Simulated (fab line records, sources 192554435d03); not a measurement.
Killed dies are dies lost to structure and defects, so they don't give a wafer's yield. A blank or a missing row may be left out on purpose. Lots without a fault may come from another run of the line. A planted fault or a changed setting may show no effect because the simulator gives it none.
Chamber matching | flow n5_finfet | N5_FIN_SAQP_PECVD_47 on pecvd-02: 3 sister chambers
The step deposits a-Si from SiH4/He, target thk 45 nm, time 36.3 s. 14 wafers are shown with their chamber, then 7 later ones without.

WAFERS WITH THEIR CHAMBER
wafer  | chamber | throttle_valve_pct (%) | showerhead_plenum_p_Torr (Torr) | heater_power_w (W)
L825.1 | 1       | 17.9                   | 5.69                            | 809
L825.3 | 2       | 17.4                   | 5.65                            | 970
L825.6 | 0       | 18.8                   | 5.68                            | 902
L828.1 | 1       | 18.1                   | 5.70                            | 709
L828.5 | 1       | 18.1                   | 5.69                            | 711
L828.6 | 0       | 18.8                   | 5.69                            | 820
L830.1 | 2       | 17.2                   | 5.65                            | 846
L830.2 | 0       | 18.9                   | 5.67                            | 912
L830.4 | 2       | 17.2                   | 5.63                            | 861
L835.1 | 1       | 17.7                   | 5.69                            | 753
L835.3 | 0       | 18.6                   | 5.69                            | 877
L835.6 | 2       | 17.4                   | 5.63                            | 918
L837.1 | 1       | 17.9                   | 5.69                            | 758
L837.4 | 2       | 17.1                   | 5.64                            | 950

SIGNATURES (means of the wafers above)
reading                  | chamber 0 | chamber 1 | chamber 2 | scatter within a chamber
throttle_valve_pct       | 18.775    | 17.940    | 17.260    | 0.145
showerhead_plenum_p_Torr | 5.6825    | 5.6920    | 5.6400    | 0.00828
heater_power_w           | 877.75    | 748.00    | 909.00    | 46.3
Rule: a wafer's distance from a chamber is the root of the sum, over the readings, of the square of ((its reading less the chamber's mean) divided by the reading's scatter). The wafer belongs to the nearest chamber; if the next one is less than 2 further off, it can't be placed. The scatter: the root of (the sum of the squares of (reading less its chamber's mean) over the shown wafers, divided by (wafers less chambers)).

WAFERS WITHOUT THEIR CHAMBER
wafer  | throttle_valve_pct (%) | showerhead_plenum_p_Torr (Torr) | heater_power_w (W)
L837.5 | 18.6                   | 5.68                            | 771
L838.1 | 17.6                   | 5.64                            | 971
L838.4 | 17.6                   | 5.64                            | 963
L838.6 | 18.9                   | 5.68                            | 889
L839.3 | 18.9                   | 5.68                            | 844
L839.4 | 17.4                   | 5.63                            | 844
L839.6 | 19.2                   | 5.66                            | 853

WHICH CHAMBER EACH WENT THROUGH
wafer  | from the rows above | in truth
L837.5 | 0                   | 0
L838.1 | 2                   | 2
L838.4 | 2                   | 2
L838.6 | 0                   | 0
L839.3 | 0                   | 0
L839.4 | 2                   | 2
L839.6 | 0                   | 0
Placed correctly: 7 of 7. Can't be placed from these rows: 0. Placed wrongly: 0.
